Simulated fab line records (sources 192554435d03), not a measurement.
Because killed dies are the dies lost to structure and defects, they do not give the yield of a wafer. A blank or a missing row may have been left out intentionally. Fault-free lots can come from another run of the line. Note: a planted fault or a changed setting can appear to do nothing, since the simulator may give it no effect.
Lot-split experiment	flow n5_finfet	route with 1938 steps; 7 lots, 21 wafers read

== THE SPLIT ==
At N5_PASSIVATION_EXPOSE_41 (exposes mask PASS OPEN, defocus 0 nm, target cd 40000 nm), the setting dose_mj was moved away from the recipe's 57.25 on 5 of the 21 wafers read, by -4.2% to +7.0%. The other wafers ran this setting at the recipe's value.

== FROM THE SPLIT TO THE READING: what the file shows between them, 3 steps ==
- N5_PASSIVATION_PEB_42
- N5_PASSIVATION_DEVELOP_43: develop time 60 s
- N5_PASSIVATION_HARDBAKE_45: time 120 s

== THE READING ==
cd_nm at N5_PASSIVATION_CD_MEAS_44, given in nm (cd target 40000 nm). Fault-free wafers of this fab line usually give 40001 nm, standard deviation 2.8 nm.

wafer	tool, chamber at the split	dose_mj as run	against the recipe	cd_nm, nm	against lot-mates on the recipe
L074.1	krf_scanner-02, 0	60.27	+5.3%	40019	+19
L074.2	krf_scanner-02, 0	57.25	recipe	40000	-
L074.6	krf_scanner-02, 0	60.27	+5.3%	40019	+19
L076.1	krf_scanner-02, 0	54.85	-4.2%	39985	-16
L076.3	krf_scanner-02, 0	57.25	recipe	40001	-
L076.6	krf_scanner-02, 0	57.25	recipe	40000	-
L078.3	krf_scanner-02, 0	57.25	recipe	39997	-
L078.4	krf_scanner-02, 0	57.25	recipe	39999	-
L078.6	krf_scanner-02, 0	57.25	recipe	39999	-
L081.1	krf_scanner-01, 0	57.25	recipe	40001	-
L081.2	krf_scanner-01, 0	57.25	recipe	40009	-
L081.6	krf_scanner-01, 0	57.25	recipe	40004	-
L080.1	krf_scanner-01, 0	57.25	recipe	40000	-
L080.3	krf_scanner-01, 0	57.25	recipe	39996	-
L080.5	krf_scanner-01, 0	60.51	+5.7%	40022	+24
L088.2	krf_scanner-02, 0	57.25	recipe	40002	-
L088.3	krf_scanner-02, 0	61.23	+7.0%	40026	+23
L088.5	krf_scanner-02, 0	57.25	recipe	40004	-
L097.2	krf_scanner-01, 0	57.25	recipe	39997	-
L097.3	krf_scanner-01, 0	57.25	recipe	40002	-
L097.5	krf_scanner-01, 0	57.25	recipe	39999	-

FIT RESULTS
A straight line over all 21 wafers: cd_nm changes by +3.63 nm for each +1% of dose_mj; r = +0.96; the points scatter about the line by 2.9 nm.
The same after taking each lot's own level away (the mean of its wafers on the recipe; 21 wafers): +3.65 nm for each +1%; r = +0.98; scatter 2 nm.
On that fit, the largest move of dose_mj shifts the reading by 25 nm.
The lots' own levels span 39998.0 to 40004.7 nm, that is 2.4 times the standard deviation above.
Hence the lot-to-lot level has little effect on the slope; both slopes agree.
Check: for one of the wafers moved furthest among these (+7.0%), held out of the fit, the line's prediction against its lot-mates is +26.5 nm. It came out at +23 nm against them.

== OTHER SPLITS APPLIED TO THESE WAFERS ==
Before the reading, these wafers also passed through other splits. Each is held against what the fit with the lots' levels taken away leaves over:
other split on the same wafers	wafers away from the commonest value	r with cd_nm (lot level and that fit taken away)
N5_BEOL_M13_PEB_26 peb_time_s	8	-0.03
N5_BEOL_M14_ETCH_68 time_s	9	+0.07
N5_BEOL_M15_EXPOSE_25 dose_mj	7	+0.15
N5_BEOL_M15_TRENCH_ETCH_34 bias_w	7	+0.10
N5_MIM_BOT_ETCH_ETCH_04 time_s	7	+0.00
N5_PASSIVATION_PECVD_35 time_s	7	+0.03

== FILE'S OWN FIT ==
cd_nm changes by +3.63 nm for each +1% of dose_mj, r = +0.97.
